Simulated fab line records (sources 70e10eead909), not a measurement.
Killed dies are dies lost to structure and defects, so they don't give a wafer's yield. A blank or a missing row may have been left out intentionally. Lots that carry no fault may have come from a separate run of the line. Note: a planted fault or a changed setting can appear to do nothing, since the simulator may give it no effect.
fab line records	flow nandHarc
record lots=24	wafers=72	lastDay=33
route steps=1302 shown P_M2@334 P_BONDPAD@353 A_START@389
lots that met no fault: taken from a fault-free run of the same line
startH: hours from the record's first day to the start of the lot's first wafer shown	waitH: hours elapsed since this lot's preceding step	" repeats the value in the row above	L1.1+2: one row covering several wafers at once	- value missing, or start not given	* or withheld: withheld	< > ~ a bound
route shown NAME@n: a module of which the file shows steps, and the number in the route of the first	usual: the fault-free wafers' mean and standard deviation	same: alike in all rows	chamber/n: place in a boat	sites: readings site by site	_std_site: the values' standard deviation	_edge_site: inner sites' mean taken away from outer sites' mean	radiusMm: for every site, how far away it sits from the centre of the wafer	mask NAME#n: copy n	behind: the tool/chamber that last shaped the wafer	hold: why the lot went on hold/how many hours it stayed there/how the hold came to an end	device: names the non-switching transistor (n, p or np)	end of line: tests run on the same wafers once the route is complete	step lacking rows: just its recipe	killed: the dies lost at the first sort to structure and to defects; this is not the yield of the wafer	map: a wafer's dies, x killed, . not, _ none there
set.NAME: the setting the step ran with; set.NAME@STEP: the setting that earlier step ran with	model.NAME: the simulator's own value behind a step, which no gauge read
route steps across a sampled set of lots; one table per step, one row per wafer
services: from which hour (startH, from the record's first day; less than 0 if before it) a tool's chamber was out of use, for how many hours, and why
## steps
# step NHARC_P_M2_CD_MEAS_16
# usual cdNm=169.7/0.9
lot.wafer	tool	chamber	startH	waitH	cdNm
L074.1	cdSem-02	-	127.59	-	169.5
L074.2	"	-	"	"	169.4
L074.5	"	-	"	"	170.1
L075.1	cdSem-03	-	142.16	-	168.7
L075.3	"	-	"	"	170.3
L075.6	"	-	"	"	168.8
L076.2	cdSem-01	-	149.42	-	170.2
L076.4	"	-	"	"	170.6
L076.5	"	-	"	"	169.9
L077.1	cdSem-03	-	155.97	-	170.8
L077.3	"	-	"	"	171.3
L077.5	"	-	"	"	170.3
L078.1	cdSem-02	-	169.85	-	170.5
L078.2	"	-	"	"	170.7
L078.5	"	-	"	"	170.0
L080.1	cdSem-01	-	188.43	-	169.0
L080.3	"	-	"	"	169.4
L080.5	"	-	"	"	168.5
L079.1	cdSem-01	-	189.34	-	169.5
L079.2	"	-	"	"	168.7
L079.5	"	-	"	"	169.3
L081.3	cdSem-02	-	203.55	-	169.8
L081.4	"	-	"	"	170.3
L081.6	"	-	"	"	168.9
L082.2	cdSem-01	-	226.02	-	168.9
L082.4	"	-	"	"	169.5
L082.6	"	-	"	"	169.1
L083.1	cdSem-03	-	236.55	-	169.7
L083.2	"	-	"	"	170.0
L083.3	"	-	"	"	169.6
L084.2	cdSem-01	-	240.11	-	170.9
L084.3	"	-	"	"	169.9
L084.6	"	-	"	"	170.3
L085.1	cdSem-03	-	245.45	-	170.7
L085.2	"	-	"	"	170.6
L085.6	"	-	"	"	170.7
L086.1	cdSem-01	-	248.77	-	169.4
L086.2	"	-	"	"	169.7
L086.5	"	-	"	"	167.9
L087.1	cdSem-02	-	256.81	-	171.5
L087.4	"	-	"	"	170.3
L087.6	"	-	"	"	170.5
L088.2	cdSem-02	-	280.32	-	169.5
L088.3	"	-	"	"	169.4
L088.5	"	-	"	"	168.9
L089.2	cdSem-03	-	290.46	-	169.4
L089.3	"	-	"	"	169.5
L089.5	"	-	"	"	168.8
L090.2	cdSem-03	-	296.72	-	170.6
L090.3	"	-	"	"	171.5
L090.5	"	-	"	"	169.7
L091.1	cdSem-02	-	300.23	-	168.5
L091.5	"	-	"	"	168.6
L091.6	"	-	"	"	168.6
L092.1	cdSem-03	-	305.98	-	169.7
L092.5	"	-	"	"	167.7
L092.6	"	-	"	"	169.4
L093.1	cdSem-03	-	319.36	-	169.6
L093.2	"	-	"	"	171.0
L093.3	"	-	"	"	169.6
L094.2	cdSem-03	-	326.87	-	169.1
L094.4	"	-	"	"	168.7
L094.5	"	-	"	"	170.1
L095.3	cdSem-02	-	337.94	-	168.7
L095.4	"	-	"	"	169.7
L095.6	"	-	"	"	169.9
L096.1	cdSem-03	-	356.91	-	168.4
L096.3	"	-	"	"	168.5
L096.6	"	-	"	"	169.0
L097.1	cdSem-03	-	362.45	-	169.0
L097.2	"	-	"	"	170.5
L097.6	"	-	"	"	169.9
# step NHARC_P_M2_DEP_33
# recipe targetThkA=300	tempC=370	targetThkNm=30	pressureTorr=3	flowSccm=200	rfW=450	material=SiCN
# usual heaterPowerW=623/73
lot.wafer	tool	chamber	startH	waitH	heaterPowerW
L074.1	pecvd-04	2	130.03	0.1	635
L074.2	"	0	"	"	746
L074.5	"	1	"	"	589
L075.3	pecvd-04	0	144.57	0.1	666
L075.1	"	1	"	"	579
L075.6	"	1	"	"	577
L076.2	pecvd-04	0	151.81	0.1	737
L076.5	"	0	"	"	772
L076.4	"	1	"	"	524
L077.3	pecvd-04	2	158.51	0.1	560
L077.1	"	0	"	"	599
L077.5	"	2	"	"	555
L078.2	pecvd-02	2	172.31	0.1	529
L078.1	"	0	"	"	575
L078.5	"	2	"	"	516
L080.1	pecvd-04	1	190.87	0.1	625
L080.3	"	2	"	"	623
L080.5	"	1	"	"	611
L079.2	pecvd-02	2	191.79	0.1	512
L079.1	"	0	"	"	610
L079.5	"	1	"	"	771
L081.3	pecvd-04	2	206.08	0.1	611
L081.6	"	2	"	"	608
L081.4	"	1	"	"	562
L082.2	pecvd-04	1	228.53	0.1	596
L082.6	"	0	"	"	615
L082.4	"	1	"	"	587
L083.2	pecvd-04	2	238.95	0.1	637
L083.1	"	0	"	"	759
L083.3	"	1	"	"	528
L084.3	pecvd-04	1	242.52	0.1	610
L084.2	"	2	"	"	609
L084.6	"	2	"	"	608
L085.1	pecvd-02	0	247.90	0.1	563
L085.2	"	1	"	"	720
L085.6	"	0	"	"	582
L086.1	pecvd-02	0	251.18	0.1	612
L086.2	"	1	"	"	805
L086.5	"	1	"	"	779
L087.1	pecvd-04	1	259.40	0.1	517
L087.6	"	0	"	"	619
L087.4	"	1	"	"	518
L088.2	pecvd-04	0	282.85	0.1	719
L088.3	"	1	"	"	576
L088.5	"	1	"	"	598
L089.2	pecvd-04	2	293.02	0.1	554
L089.3	"	1	"	"	509
L089.5	"	1	"	"	511
L090.2	pecvd-03	0	299.15	0.1	676
L090.3	"	1	"	"	604
L090.5	"	1	"	"	622
L091.1	pecvd-04	0	302.77	0.1	722
L091.6	"	2	"	"	675
L091.5	"	0	"	"	727
L092.1	pecvd-03	2	308.42	0.1	584
L092.5	"	2	"	"	558
L092.6	"	0	"	"	663
L093.3	pecvd-02	0	321.78	0.1	597
L093.1	"	1	"	"	791
L093.2	"	2	"	"	563
L094.2	pecvd-02	2	329.34	0.1	545
L094.5	"	1	"	"	786
L094.4	"	2	"	"	558
L095.3	pecvd-02	0	340.54	0.1	590
L095.4	"	2	"	"	504
L095.6	"	0	"	"	588
L096.3	pecvd-03	0	359.41	0.1	619
L096.1	"	1	"	"	671
L096.6	"	0	"	"	623
L097.2	pecvd-03	1	364.90	0.1	568
L097.1	"	2	"	"	574
L097.6	"	2	"	"	578
# step NHARC_P_BONDPAD_THK_MEAS_33
# recipe thkMeasGauge=ellipsometry
# usual thkNm=199.4/1.6
lot.wafer	tool	chamber	startH	waitH	thkNm
L074.1	filmMetro-01	-	131.07	0.1	201.4
L074.2	"	-	"	"	199.9
L074.5	"	-	"	"	201.5
L075.1	filmMetro-02	-	145.78	0.2	197.7
L075.3	"	-	"	"	200.1
L075.6	"	-	"	"	203.5
L076.2	filmMetro-01	-	152.88	0.2	197.5
L076.4	"	-	"	"	198.2
L076.5	"	-	"	"	198.8
L077.1	filmMetro-01	-	159.56	0.2	202.3
L077.3	"	-	"	"	199.1
L077.5	"	-	"	"	204.0
L078.1	filmMetro-01	-	173.38	0.2	200.4
L078.2	"	-	"	"	198.4
L078.5	"	-	"	"	200.1
L080.1	filmMetro-01	-	191.94	0.2	203.0
L080.3	"	-	"	"	201.2
L080.5	"	-	"	"	200.5
L079.1	filmMetro-01	-	192.81	0.2	197.2
L079.2	"	-	"	"	196.9
L079.5	"	-	"	"	195.7
L081.3	filmMetro-02	-	207.15	0.2	200.3
L081.4	"	-	"	"	200.0
L081.6	"	-	"	"	201.8
L082.2	filmMetro-02	-	229.74	0.2	199.1
L082.4	"	-	"	"	200.3
L082.6	"	-	"	"	199.6
L083.1	filmMetro-01	-	240.00	0.2	201.4
L083.2	"	-	"	"	199.7
L083.3	"	-	"	"	199.5
L084.2	filmMetro-02	-	243.59	0.2	196.0
L084.3	"	-	"	"	200.2
L084.6	"	-	"	"	197.9
L085.1	filmMetro-01	-	248.94	0.1	199.2
L085.2	"	-	"	"	199.6
L085.6	"	-	"	"	198.6
L086.1	filmMetro-02	-	252.24	0.2	199.7
L086.2	"	-	"	"	201.3
L086.5	"	-	"	"	199.4
L087.1	filmMetro-01	-	260.38	0.2	198.7
L087.4	"	-	"	"	198.4
L087.6	"	-	"	"	199.4
L088.2	filmMetro-01	-	283.88	0.2	200.9
L088.3	"	-	"	"	202.3
L088.5	"	-	"	"	198.9
L089.2	filmMetro-01	-	294.09	0.2	201.4
L089.3	"	-	"	"	198.3
L089.5	"	-	"	"	196.7
L090.2	filmMetro-02	-	300.23	0.2	198.9
L090.3	"	-	"	"	198.4
L090.5	"	-	"	"	199.5
L091.1	filmMetro-01	-	303.74	0.2	200.5
L091.5	"	-	"	"	202.4
L091.6	"	-	"	"	198.0
L092.1	filmMetro-02	-	309.52	0.2	198.5
L092.5	"	-	"	"	200.6
L092.6	"	-	"	"	198.2
L093.1	filmMetro-02	-	322.85	0.2	200.1
L093.2	"	-	"	"	199.4
L093.3	"	-	"	"	199.3
L094.2	filmMetro-02	-	330.36	0.2	199.6
L094.4	"	-	"	"	200.4
L094.5	"	-	"	"	197.4
L095.3	filmMetro-01	-	341.58	0.2	199.9
L095.4	"	-	"	"	200.5
L095.6	"	-	"	"	199.3
L096.1	filmMetro-01	-	360.44	0.1	198.8
L096.3	"	-	"	"	199.8
L096.6	"	-	"	"	194.9
L097.1	filmMetro-02	-	365.97	0.1	198.5
L097.2	"	-	"	"	199.4
L097.6	"	-	"	"	200.0
# step NHARC_P_BONDPAD_DESCUM_11
# recipe timeS=3	o2FlowSccm=200	arFlowSccm=0	biasPowerW=0	chemistry=O2
# usual drypumpMotorCurrentA=5.7/0.62	oesProductAu=0.999/0.011	rfVppV=57.6/0.9	showerheadPlenumPTorr=1.87/0.076	throttleValvePct=11.311/0.0093
lot.wafer	tool	chamber	startH	waitH	drypumpMotorCurrentA	oesProductAu	rfHoursCounterH	rfVppV	showerheadPlenumPTorr	throttleValvePct
L074.1	rieDiel-11	2	131.73	-	6.4	1.004	2.1	59.2	1.82	11.300
L074.2	"	1	"	"	6.6	1.012	2.0	57.3	2.01	11.320
L074.5	"	2	"	"	6.5	1.002	-	56.1	1.82	11.297
L075.3	rieDiel-11	1	146.43	-	6.6	1.000	3.0	59.0	2.01	11.311
L075.1	"	3	"	"	4.9	0.992	2.9	57.3	1.80	11.298
L075.6	"	1	"	"	6.6	0.997	-	58.3	2.01	11.300
L076.4	rieDiel-01	2	153.65	-	5.3	0.981	2.2	57.2	1.88	11.300
L076.2	"	0	"	"	4.9	0.987	2.9	57.3	2.00	11.314
L076.5	"	2	"	"	5.3	0.982	-	57.4	1.88	11.309
L077.1	rieDiel-12	2	160.23	-	5.6	1.002	3.5	57.6	1.81	11.300
L077.3	"	0	"	"	4.8	0.990	4.0	56.2	1.95	11.310
L077.5	"	2	"	"	5.6	1.010	-	58.4	1.81	11.320
L078.2	rieDiel-01	3	174.18	-	5.8	1.008	3.1	59.5	1.89	11.319
L078.1	"	0	"	"	4.9	0.996	3.2	59.3	2.00	11.318
L078.5	"	3	"	"	5.8	1.010	-	58.8	1.89	11.332
L080.3	rieDiel-01	3	192.75	-	5.8	1.017	3.4	57.3	1.89	11.296
L080.1	"	0	"	"	4.9	0.989	3.4	57.4	2.00	11.311
L080.5	"	1	"	"	6.3	0.993	-	56.5	1.81	11.324
L079.1	rieDiel-01	0	193.59	-	4.9	0.986	3.5	57.3	2.00	11.312
L079.2	"	3	"	"	5.8	1.008	3.5	58.4	1.89	11.306
L079.5	"	0	"	"	4.9	0.987	-	58.3	2.00	11.305
L081.3	rieDiel-11	3	207.80	-	4.9	1.010	6.0	59.0	1.80	11.311
L081.4	"	2	"	"	6.5	0.994	6.4	57.7	1.82	11.312
L081.6	"	3	"	"	4.9	1.014	-	58.2	1.80	11.302
L082.4	rieDiel-11	1	230.55	-	6.5	1.009	8.4	57.5	2.01	11.316
L082.2	"	2	"	"	6.4	0.998	8.0	58.2	1.82	11.320
L082.6	"	0	"	"	6.4	1.031	-	56.7	1.82	11.310
L083.1	rieDiel-01	0	240.67	-	4.9	1.003	1.0	58.9	2.00	11.305
L083.3	"	1	"	"	6.4	1.001	1.1	58.0	1.81	11.320
L083.2	"	3	"	"	5.8	1.015	1.1	58.6	1.89	11.300
L084.2	rieDiel-01	0	244.38	-	4.9	1.000	1.1	58.9	2.00	11.322
L084.3	"	2	"	"	5.3	0.985	1.3	59.1	1.88	11.306
L084.6	"	3	"	"	5.8	0.999	-	57.3	1.89	11.309
L085.1	rieDiel-11	3	249.71	-	4.9	1.017	8.2	57.1	1.80	11.318
L085.2	"	0	"	"	6.3	1.028	7.4	57.6	1.82	11.318
L085.6	"	2	"	"	6.4	1.000	-	57.3	1.82	11.304
L086.2	rieDiel-12	3	253.03	-	5.5	0.984	8.1	58.0	1.88	11.316
L086.1	"	1	"	"	6.1	0.984	7.0	57.7	1.79	11.303
L086.5	"	2	"	"	5.6	0.996	-	56.9	1.81	11.318
L087.1	rieDiel-12	1	261.04	-	6.1	0.992	7.1	56.3	1.79	11.316
L087.4	"	2	"	"	5.5	0.999	7.4	57.7	1.81	11.312
L087.6	"	1	"	"	6.1	0.993	-	56.6	1.79	11.329
L088.2	rieDiel-11	1	284.66	-	6.5	1.000	1.2	58.3	2.01	11.309
L088.3	"	3	"	"	4.9	0.995	1.5	58.1	1.80	11.288
L088.5	"	2	"	"	6.4	0.987	-	55.8	1.82	11.316
L089.2	rieDiel-01	1	294.88	-	6.4	1.001	2.6	57.6	1.81	11.304
L089.3	"	2	"	"	5.3	0.994	2.7	57.8	1.88	11.311
L089.5	"	1	"	"	6.4	0.986	-	58.1	1.81	11.312
L090.3	rieDiel-11	1	300.90	-	6.5	1.004	1.6	57.5	2.01	11.305
L090.2	"	2	"	"	6.4	0.994	2.0	56.8	1.82	11.306
L090.5	"	2	"	"	6.4	0.989	-	54.6	1.82	11.304
L091.1	rieDiel-12	3	304.39	-	5.4	0.991	2.0	57.7	1.88	11.312
L091.5	"	3	"	"	5.5	0.998	-	58.3	1.88	11.303
L091.6	"	0	"	"	4.7	0.991	-	57.4	1.95	11.315
L092.1	rieDiel-12	1	310.30	-	6.1	0.993	2.6	57.7	1.79	11.302
L092.6	"	0	"	"	4.7	0.993	-	57.7	1.95	11.316
L092.5	"	1	"	"	6.2	0.991	-	57.3	1.79	11.307
L093.3	rieDiel-01	0	323.64	-	4.9	0.999	3.4	57.8	2.00	11.325
L093.2	"	1	"	"	6.3	0.994	3.3	57.0	1.81	11.333
L093.1	"	3	"	"	5.8	1.006	2.8	59.1	1.89	11.313
L094.2	rieDiel-01	1	331.02	-	6.3	0.994	3.4	56.4	1.81	11.312
L094.4	"	2	"	"	5.3	0.986	3.6	57.2	1.87	11.308
L094.5	"	1	"	"	6.3	0.997	-	58.1	1.81	11.321
L095.4	rieDiel-12	1	342.23	-	6.1	0.986	3.7	57.4	1.79	11.307
L095.3	"	0	"	"	4.8	0.999	4.4	57.2	1.95	11.308
L095.6	"	1	"	"	6.2	0.995	-	55.6	1.79	11.310
L096.3	rieDiel-12	1	361.11	-	6.2	0.985	4.8	57.7	1.79	11.306
L096.1	"	2	"	"	5.6	1.006	4.8	57.2	1.81	11.320
L096.6	"	3	"	"	5.5	0.989	-	58.0	1.88	11.316
L097.1	rieDiel-12	0	366.63	-	4.8	0.995	5.7	58.4	1.95	11.296
L097.2	"	2	"	"	5.6	1.002	5.0	57.5	1.81	11.307
L097.6	"	3	"	"	5.5	0.993	-	56.9	1.88	11.321
# step NHARC_P_BONDPAD_ETCH_37
# recipe targetDepthA=600	overetchA=180	timeS=65.91	ionEnergyEv=200	n2FlowSccm=150	h2FlowSccm=150	arFlowSccm=0	rfW=400	biasW=150	chemistry=N2/H2
# usual drypumpMotorCurrentA=5.7/0.61	oesProductAu=1.000/0.01	rfVppV=429.2/2.5	showerheadPlenumPTorr=2.00/0.082	throttleValvePct=14.170/0.0089
lot.wafer	tool	chamber	startH	waitH	drypumpMotorCurrentA	oesProductAu	rfHoursCounterH	rfVppV	showerheadPlenumPTorr	throttleValvePct
L074.2	rieDiel-11	1	131.83	0.1	6.5	1.012	2.0	433.2	2.14	14.154
L074.1	"	2	"	"	6.5	1.002	2.1	427.9	1.94	14.181
L074.5	"	3	"	"	4.9	1.009	-	427.1	1.92	14.176
L075.3	rieDiel-11	2	146.52	0.1	6.5	1.012	2.9	428.1	1.94	14.176
L075.1	"	0	"	"	6.4	1.023	3.0	427.4	1.94	14.154
L075.6	"	2	"	"	6.5	1.000	-	427.3	1.94	14.180
L076.2	rieDiel-01	1	153.75	0.1	6.4	1.013	2.8	427.8	1.93	14.173
L076.4	"	2	"	"	5.3	0.989	2.2	428.6	2.00	14.157
L076.5	"	0	"	"	4.9	0.999	-	433.5	2.13	14.175
L077.3	rieDiel-12	2	160.31	0.1	5.6	1.010	3.5	427.4	1.93	14.169
L077.1	"	1	"	"	6.1	0.994	3.8	427.8	1.91	14.172
L077.5	"	3	"	"	5.5	0.994	-	428.2	2.01	14.162
L078.1	rieDiel-01	3	174.27	0.1	5.8	1.008	3.2	429.3	2.02	14.174
L078.2	"	1	"	"	6.4	1.005	3.1	426.1	1.93	14.169
L078.5	"	3	"	"	5.8	0.995	-	430.2	2.02	14.172
L080.1	rieDiel-01	3	192.85	0.1	5.8	1.018	3.4	429.8	2.02	14.167
L080.3	"	0	"	"	4.9	0.991	3.4	433.6	2.13	14.182
L080.5	"	0	"	"	4.9	0.984	-	433.3	2.13	14.164
L079.1	rieDiel-01	1	193.70	0.1	6.3	0.994	3.4	426.4	1.93	14.192
L079.2	"	3	"	"	5.8	1.013	3.5	429.2	2.02	14.163
L079.5	"	0	"	"	4.9	0.984	-	433.0	2.13	14.165
L081.4	rieDiel-11	0	207.89	0.1	6.4	1.013	6.4	428.2	1.94	14.169
L081.3	"	3	"	"	4.9	0.996	6.0	425.7	1.92	14.166
L081.6	"	0	"	"	6.3	1.022	-	427.7	1.94	14.169
L082.2	rieDiel-11	0	230.63	0.1	6.3	1.028	6.7	427.9	1.94	14.170
L082.4	"	1	"	"	6.5	0.992	8.4	432.0	2.14	14.169
L082.6	"	0	"	"	6.3	1.010	-	428.3	1.94	14.167
L083.1	rieDiel-01	0	240.75	0.1	4.9	0.990	1.0	433.7	2.13	14.178
L083.2	"	1	"	"	6.4	0.990	1.2	426.8	1.93	14.166
L083.3	"	2	"	"	5.3	0.986	1.3	429.6	2.00	14.177
L084.3	rieDiel-01	1	244.45	0.1	6.3	1.000	1.2	427.0	1.93	14.161
L084.2	"	3	"	"	5.8	0.993	1.2	430.5	2.02	14.175
L084.6	"	1	"	"	6.3	0.992	-	427.8	1.93	14.167
L085.1	rieDiel-11	3	249.81	0.1	4.9	1.007	8.2	426.8	1.92	14.164
L085.2	"	0	"	"	6.3	1.019	7.4	427.1	1.94	14.175
L085.6	"	0	"	"	6.4	1.019	-	428.7	1.94	14.169
L086.2	rieDiel-12	1	253.13	0.1	6.1	0.998	7.0	426.5	1.91	14.183
L086.1	"	2	"	"	5.6	1.001	7.3	427.1	1.93	14.185
L086.5	"	2	"	"	5.6	0.986	-	427.5	1.93	14.162
L087.4	rieDiel-12	3	261.13	0.1	5.5	0.985	8.2	430.9	2.01	14.162
L087.1	"	0	"	"	4.7	1.000	7.4	431.4	2.08	14.171
L087.6	"	2	"	"	5.6	0.999	-	426.9	1.93	14.184
L088.3	rieDiel-11	1	284.75	0.1	6.6	0.993	1.3	433.8	2.14	14.181
L088.2	"	3	"	"	4.9	0.995	1.5	427.4	1.92	14.172
L088.5	"	0	"	"	6.4	1.004	-	427.5	1.94	14.166
L089.2	rieDiel-01	0	294.97	0.1	4.9	0.995	2.6	434.4	2.13	14.179
L089.3	"	2	"	"	5.3	0.994	2.7	429.2	2.00	14.161
L089.5	"	0	"	"	4.9	1.000	-	432.8	2.13	14.175
L090.3	rieDiel-11	3	301.00	0.1	4.9	0.998	2.0	427.8	1.92	14.173
L090.2	"	0	"	"	6.3	1.013	1.7	428.1	1.94	14.171
L090.5	"	1	"	"	6.5	1.000	-	433.3	2.14	14.169
L091.1	rieDiel-12	1	304.49	0.1	6.2	1.007	2.1	425.6	1.91	14.167
L091.5	"	0	"	"	4.8	0.989	-	432.2	2.08	14.160
L091.6	"	1	"	"	6.1	1.011	-	427.2	1.91	14.173
L092.1	rieDiel-12	2	310.40	0.1	5.6	1.007	2.8	428.4	1.92	14.188
L092.6	"	3	"	"	5.5	0.991	-	428.0	2.00	14.170
L092.5	"	0	"	"	4.8	1.001	-	431.9	2.08	14.181
L093.2	rieDiel-01	3	323.73	0.1	5.8	1.005	2.8	430.2	2.02	14.159
L093.3	"	0	"	"	4.9	1.002	3.4	432.2	2.13	14.166
L093.1	"	1	"	"	6.3	1.006	3.3	426.0	1.93	14.172
L094.4	rieDiel-01	0	331.09	0.1	4.9	0.996	3.5	433.2	2.13	14.174
L094.2	"	2	"	"	5.3	0.994	3.6	428.6	2.00	14.174
L094.5	"	0	"	"	4.9	0.998	-	434.4	2.13	14.185
L095.3	rieDiel-12	3	342.31	0.1	5.5	0.995	4.6	429.7	2.00	14.188
L095.4	"	0	"	"	4.8	0.996	4.4	431.3	2.08	14.173
L095.6	"	3	"	"	5.5	0.991	-	429.1	2.00	14.174
L096.1	rieDiel-12	1	361.18	0.1	6.1	0.984	4.9	426.4	1.91	14.170
L096.3	"	3	"	"	5.5	0.997	5.6	431.5	2.00	14.175
L096.6	"	1	"	"	6.1	0.989	-	426.1	1.91	14.171
L097.2	rieDiel-12	0	366.72	0.1	4.7	0.997	5.7	433.1	2.08	14.168
L097.1	"	1	"	"	6.1	0.982	5.0	426.3	1.91	14.148
L097.6	"	3	"	"	5.5	0.988	-	430.2	2.00	14.174
# step NHARC_A_START_INSPECT_01
# usual rawDefectCount=3.3/1.8
lot.wafer	tool	chamber	startH	waitH	rawDefectCount
L074.1	defectInspect-02	-	134.79	-	1
L074.2	"	-	"	"	3
L074.5	"	-	"	"	3
L075.1	defectInspect-01	-	149.45	-	4
L075.3	"	-	"	"	4
L075.6	"	-	"	"	1
L076.2	defectInspect-01	-	157.01	-	2
L076.4	"	-	"	"	5
L076.5	"	-	"	"	7
L077.1	defectInspect-01	-	163.39	-	3
L077.3	"	-	"	"	4
L077.5	"	-	"	"	3
L078.1	defectInspect-02	-	177.28	-	5
L078.2	"	-	"	"	4
L078.5	"	-	"	"	2
L080.1	defectInspect-02	-	195.85	-	2
L080.3	"	-	"	"	6
L080.5	"	-	"	"	2
L079.1	defectInspect-01	-	196.81	-	4
L079.2	"	-	"	"	2
L079.5	"	-	"	"	3
L081.3	defectInspect-02	-	210.83	-	3
L081.4	"	-	"	"	2
L081.6	"	-	"	"	9
L082.2	defectInspect-02	-	233.59	-	5
L082.4	"	-	"	"	3
L082.6	"	-	"	"	5
L083.1	defectInspect-02	-	243.73	-	3
L083.2	"	-	"	"	1
L083.3	"	-	"	"	6
L084.2	defectInspect-02	-	247.71	-	1
L084.3	"	-	"	"	6
L084.6	"	-	"	"	4
L085.1	defectInspect-02	-	252.82	-	6
L085.2	"	-	"	"	1
L085.6	"	-	"	"	4
L086.1	defectInspect-02	-	256.17	-	4
L086.2	"	-	"	"	3
L086.5	"	-	"	"	4
L087.1	defectInspect-02	-	264.03	-	1
L087.4	"	-	"	"	4
L087.6	"	-	"	"	2
L088.2	defectInspect-02	-	287.68	-	6
L088.3	"	-	"	"	7
L088.5	"	-	"	"	5
L089.2	defectInspect-02	-	298.03	-	4
L089.3	"	-	"	"	4
L089.5	"	-	"	"	6
L090.2	defectInspect-02	-	304.39	-	1
L090.3	"	-	"	"	2
L090.5	"	-	"	"	4
L091.1	defectInspect-01	-	307.52	-	3
L091.5	"	-	"	"	5
L091.6	"	-	"	"	2
L092.1	defectInspect-01	-	313.32	-	4
L092.5	"	-	"	"	3
L092.6	"	-	"	"	3
L093.1	defectInspect-01	-	326.70	-	5
L093.2	"	-	"	"	3
L093.3	"	-	"	"	6
L094.2	defectInspect-02	-	334.02	-	2
L094.4	"	-	"	"	3
L094.5	"	-	"	"	5
L095.3	defectInspect-02	-	345.51	-	5
L095.4	"	-	"	"	4
L095.6	"	-	"	"	3
L096.1	defectInspect-02	-	364.14	-	7
L096.3	"	-	"	"	3
L096.6	"	-	"	"	8
L097.1	defectInspect-02	-	369.64	-	3
L097.2	"	-	"	"	3
L097.6	"	-	"	"	5
## services
tool	chamber	startH	hours	kind
pecvd-03	0	110.46	16.2	repair
rieDiel-01	2	124.90	8.0	repair
pecvd-04	2	126.83	2.4	repair
pecvd-04	1	133.09	7.7	repair
rieDiel-12	0	135.20	6.2	repair
rieDiel-12	0	177.40	1.7	repair
rieDiel-01	2	189.10	4.8	repair
rieDiel-01	-	203.81	9.0	pm
rieDiel-11	0	217.46	8.5	repair
pecvd-02	-	227.24	13.0	pm
rieDiel-12	0	241.68	12.6	repair
rieDiel-11	1	249.45	12.3	repair
rieDiel-12	3	254.90	3.3	repair
rieDiel-11	-	255.50	9.0	pm
pecvd-04	1	261.40	6.8	repair
rieDiel-12	-	268.40	9.0	pm
pecvd-04	-	269.37	13.0	pm
rieDiel-01	3	292.95	21.6	repair
rieDiel-01	1	310.92	2.1	repair
rieDiel-11	1	321.73	7.7	repair
rieDiel-01	1	335.62	5.2	repair
rieDiel-01	0	351.71	2.8	repair
pecvd-04	-	360.36	0.3	repair
rieDiel-01	2	364.37	2.4	repair
## key
fault none
